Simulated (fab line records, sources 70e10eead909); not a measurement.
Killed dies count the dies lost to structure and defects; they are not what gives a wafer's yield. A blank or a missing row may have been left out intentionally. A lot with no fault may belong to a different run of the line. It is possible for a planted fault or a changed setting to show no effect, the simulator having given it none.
Check of tool commonality	flow nand harc	13 lots and 38 wafers in the sample

== WHY IT WAS OPENED ==
Flagged at NHARC_P_ZERO_WELL_CD_MEAS_11: reading cd nm, on 1 of 13 lots. Fault-free wafers read 499.2 nm, with a standard deviation of 2.
Rule: flag the lot when none of its wafers has a number, or when each of its wafers that has one lies beyond 4 standard deviations from that mean. The rest of the lots are taken to be sound.

lot	measured	on	cd nm (nm), wafer by wafer	flag
L709	day 1 21:07	cd sem-01	497.3 497.7 495.8	
L710	day 2 07:14	cd sem-01	499.5 496.8 501.5	
L711	day 2 17:14	cd sem-03	503.9 501.7 500.3	
L712	day 3 03:14	cd sem-03	500.6 498.7 502.9	
L714	day 3 23:07	cd sem-01	496.8 497.6 495.6	
L715	day 4 09:15	cd sem-03	508.9 511.4	FLAGGED
L723	day 7 17:14	cd sem-01	499.6 500.5 500.6	
L724	day 8 03:14	cd sem-01	502.2 501.2 497.6	
L725	day 8 13:07	cd sem-03	499.9 498.0 498.2	
L726	day 8 23:14	cd sem-01	499.2 498.2 499.0	
L728	day 9 19:07	cd sem-02	500.2 502.1 500.2	
L729	day 10 05:07	cd sem-03	497.8 496.1 498.1	
L731	day 11 01:15	cd sem-01	502.9 499.9 497.6	
On average the flagged lots' numbers are 510.1 nm, which is +10.9 nm against the usual, or +5 standard deviations.

== WHICH TOOL EACH LOT WENT THROUGH ==
The record holds 1 process step before the reading, out of a route of 1302 steps. Each cell gives the tool, then ch followed by the chambers the sampled wafers passed through, then the start.
lot	flag	NHARC_P_ZERO_WELL_PEB_09
L709		litho track-07 ch 0, day 1 21:01
L710		litho track-03 ch 0, day 2 07:09
L711		litho track-03 ch 0, day 2 17:09
L712		litho track-03 ch 0, day 3 03:09
L714		litho track-07 ch 0, day 3 23:02
L715	FLAGGED	litho track-03 ch 0, day 4 09:10
L723		litho track-03 ch 0, day 7 17:09
L724		litho track-03 ch 0, day 8 03:10
L725		litho track-03 ch 0, day 8 13:02
L726		litho track-07 ch 0, day 8 23:10
L728		litho track-03 ch 0, day 9 19:02
L729		litho track-02 ch 0, day 10 05:02
L731		litho track-03 ch 0, day 11 01:10
These steps, and what they do:
- NHARC_P_ZERO_WELL_PEB_09: peb time 80 s.
- NHARC_P_ZERO_WELL_CD_MEAS_11: target cd 500 nm.

== FLAGGED OVER TOTAL, TOOL BY TOOL (the gauges that took the reading come last) ==
step	tool	lots run	flagged	share of the flagged lots	sound lots run after its first flagged lot
NHARC_P_ZERO_WELL_PEB_09	litho track-02	1	0	none	-
NHARC_P_ZERO_WELL_PEB_09	litho track-03	9	1	all	5 (L723,L724,L725,L728,L731)
NHARC_P_ZERO_WELL_PEB_09	litho track-07	3	0	none	-
NHARC_P_ZERO_WELL_CD_MEAS_11	cd sem-01	7	0	none	-
NHARC_P_ZERO_WELL_CD_MEAS_11	cd sem-02	1	0	none	-
NHARC_P_ZERO_WELL_CD_MEAS_11	cd sem-03	5	1	all	2 (L725,L729)

== WHAT IS ALLOWED BY THE TABLE ==
Table rows that saw every flagged lot: 2, namely litho track-03 at NHARC_P_ZERO_WELL_PEB_09 and cd sem-03 at NHARC_P_ZERO_WELL_CD_MEAS_11.
- litho track-03 at NHARC_P_ZERO_WELL_PEB_09 ran 9 lots, 1 of them flagged. Lots that were sound ran on it after the first flagged one (L723, L724, L725, L728, L731); a persistent fault on the entire tool would not allow that.
- cd sem-03 at NHARC_P_ZERO_WELL_CD_MEAS_11 ran 5 lots, 1 of them flagged. Lots that were sound ran on it after the first flagged one (L725, L729); a persistent fault on the entire tool would not allow that.
Every row of the table either missed a flagged lot or ran a sound lot after the first.

== WHAT THE SIMULATOR PUT IN ==
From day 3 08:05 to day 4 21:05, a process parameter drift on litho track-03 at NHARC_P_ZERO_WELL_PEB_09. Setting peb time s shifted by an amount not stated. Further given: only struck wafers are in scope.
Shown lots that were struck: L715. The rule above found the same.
